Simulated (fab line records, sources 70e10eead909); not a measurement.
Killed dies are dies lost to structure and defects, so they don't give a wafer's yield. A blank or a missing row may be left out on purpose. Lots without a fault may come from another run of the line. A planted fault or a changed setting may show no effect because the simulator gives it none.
One fault seen from 2 desks | flow nand_harc | each desk has only its own numbers; what lay behind them comes last

THE TOOL OWNER'S DESK: litho_track-04
The tool's own readings at NHARC_A_CONTACT_SOFTBAKE_37 (time 55 s): means of the sampled wafers that have a number, for each lot that ran on this tool. A lot is out of limits, marked OUT, if its mean lies more than 4 standard deviations from the usual mean; the brackets give that distance.
Columns: A = heater_power_total_W at NHARC_A_CONTACT_SOFTBAKE_37, usual 188.45 W
lot  | first seen here | A
L564 | day 16 09:00    | 188.39
L566 | day 16 14:00    | 188.36
L573 | day 18 19:00    | 188.33
L576 | day 19 01:00    | 188.48
L578 | day 19 16:00    | 188.50
L581 | day 20 06:00    | 314.84 (+99 or more) OUT
L582 | day 20 23:00    | 314.68 (+99 or more) OUT
This desk's finding: out of limits on L581, L582; first on L581, day 20 06:00 (heater_power_total_W at NHARC_A_CONTACT_SOFTBAKE_37). In limits: L564, L566, L573, L576, L578.

THE METROLOGY DESK
What the gauges read, lot by lot, whatever tool the lot ran on: means of the sampled wafers that have a number. A lot is out of limits, marked OUT, if its mean lies more than 4 standard deviations from the usual mean; the brackets give that distance.
Columns: A = cd_nm at NHARC_A_CONTACT_CD_MEAS_42, usual 199.8 nm; B = overlay_x_nm at NHARC_A_CONTACT_OVL_MEAS_43, usual 0.0 nm; C = overlay_y_nm at NHARC_A_CONTACT_OVL_MEAS_43, usual 0.1 nm
lot  | first seen here | A     | B    | C
L565 | day 16 04:17    | 199.8 | 0.1  | 0.6
L563 | day 16 09:56    | 200.3 | -0.4 | 0.5
L564 | day 16 09:58    | 199.2 | 0.2  | -0.2
L566 | day 16 15:19    | 199.8 | -0.4 | 0.3
L569 | day 17 16:10    | 199.6 | 0.2  | 0.6
L571 | day 18 07:42    | 199.9 | 1.1  | -0.8
L573 | day 18 19:54    | 199.5 | 0.9  | -0.3
L576 | day 19 02:07    | 198.9 | -0.7 | 0.6
L578 | day 19 16:58    | 199.4 | -0.6 | -1.9
L581 | day 20 06:26    | 200.6 | 0.2  | -0.6
L582 | day 20 23:44    | 199.8 | -0.0 | 0.2
L584 | day 21 17:56    | 199.8 | -1.6 | -0.3
L586 | day 21 20:56    | 201.0 | 0.4  | -0.6
L585 | day 21 23:16    | 199.3 | 0.5  | 0.0
This desk's finding: nothing out of limits on any of the 14 lots.

PUT TOGETHER
The tool owner's desk could have raised an alarm at day 20 06:00, on L581, L582.
The metrology desk saw nothing out of limits.
The metrology desk has L581, L582 on record, within its limits.
Of the lots named, all ran NHARC_A_CONTACT_SOFTBAKE_37 on litho_track-04.

WHAT THE SIMULATOR HAD PUT IN
Process parameter drift: litho_track-04, from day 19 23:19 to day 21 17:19, at NHARC_A_CONTACT_SOFTBAKE_37. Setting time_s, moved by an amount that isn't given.
Lots struck among those shown: L581, L582.
Hours from the fault's start to each desk's first reading out of limits: the tool owner's desk, 7.
